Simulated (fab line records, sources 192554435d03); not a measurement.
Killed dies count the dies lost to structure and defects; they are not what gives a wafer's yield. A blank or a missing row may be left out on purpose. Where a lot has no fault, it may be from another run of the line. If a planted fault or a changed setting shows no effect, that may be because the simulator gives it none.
Chamber matching | flow n5-finfet | N5_DUMMY_GATE_ETCH_36 on rie-diel-01: 4 sister chambers
The step etches SiARC in CF4, target depth 13 nm. 16 wafers are shown with their chamber, then 8 later ones without.

## WAFERS WITH THEIR CHAMBER
wafer  | chamber | showerhead-plenum-p-Torr (Torr) | drypump-motor-current-A (A) | throttle-valve-pct (%)
L074.2 | 0       | 2.07                            | 6.0                         | 15.73
L074.3 | 1       | 2.19                            | 6.5                         | 15.34
L074.4 | 2       | 2.23                            | 5.9                         | 15.74
L075.1 | 3       | 2.06                            | 5.0                         | 15.58
L075.3 | 0       | 2.07                            | 6.1                         | 15.74
L075.5 | 2       | 2.23                            | 6.0                         | 15.76
L077.1 | 0       | 2.07                            | 6.0                         | 15.74
L077.2 | 2       | 2.23                            | 5.9                         | 15.78
L077.3 | 1       | 2.18                            | 6.5                         | 15.35
L079.1 | 1       | 2.18                            | 6.5                         | 15.36
L079.4 | 2       | 2.23                            | 6.0                         | 15.79
L079.6 | 0       | 2.07                            | 6.0                         | 15.74
L081.1 | 3       | 2.06                            | 5.0                         | 15.61
L081.2 | 0       | 2.07                            | 6.1                         | 15.75
L081.3 | 1       | 2.18                            | 6.5                         | 15.37
L086.1 | 1       | 2.18                            | 6.5                         | 15.40

SIGNATURES, as means of the wafers listed above
reading                  | chamber 0 | chamber 1 | chamber 2 | chamber 3 | scatter within a chamber
showerhead-plenum-p-Torr | 2.0700    | 2.1820    | 2.2300    | 2.0600    | 0.00258
drypump-motor-current-A  | 6.040     | 6.500     | 5.950     | 5.000     | 0.0428
throttle-valve-pct       | 15.7400   | 15.3640   | 15.7675   | 15.5950   | 0.0188
Rule: a wafer's distance from a chamber is the root of the sum, over the readings, of the square of ((its reading less the chamber's mean) divided by the reading's scatter). If the next closest chamber is less than 2 further off than the closest, the wafer can't be placed; otherwise it belongs to the closest. How the scatter is found: for the shown wafers, subtract from each reading the mean of its chamber, square and add these, divide the total by (wafers less chambers), then take the root.

## WAFERS MISSING THEIR CHAMBER
wafer  | showerhead-plenum-p-Torr (Torr) | drypump-motor-current-A (A) | throttle-valve-pct (%)
L086.3 | 2.06                            | 5.0                         | 15.62
L086.4 | 2.23                            | 5.9                         | 15.80
L095.2 | 2.06                            | 6.0                         | 15.82
L095.3 | 2.05                            | 5.0                         | 15.66
L095.5 | 2.17                            | 6.5                         | 15.42
L096.2 | 2.22                            | 6.0                         | 15.82
L096.4 | 2.06                            | 6.0                         | 15.82
L096.6 | 2.17                            | 6.5                         | 15.43

## WHICH CHAMBER EACH WENT THROUGH
wafer  | from the rows above | in truth
L086.3 | 3                   | 3
L086.4 | 2                   | 2
L095.2 | 0                   | 0
L095.3 | 3                   | 3
L095.5 | 1                   | 1
L096.2 | 2                   | 2
L096.4 | 0                   | 0
L096.6 | 1                   | 1
Placed correctly: 8 of 8. Left unplaced by these rows: 0. Placed wrongly: 0.
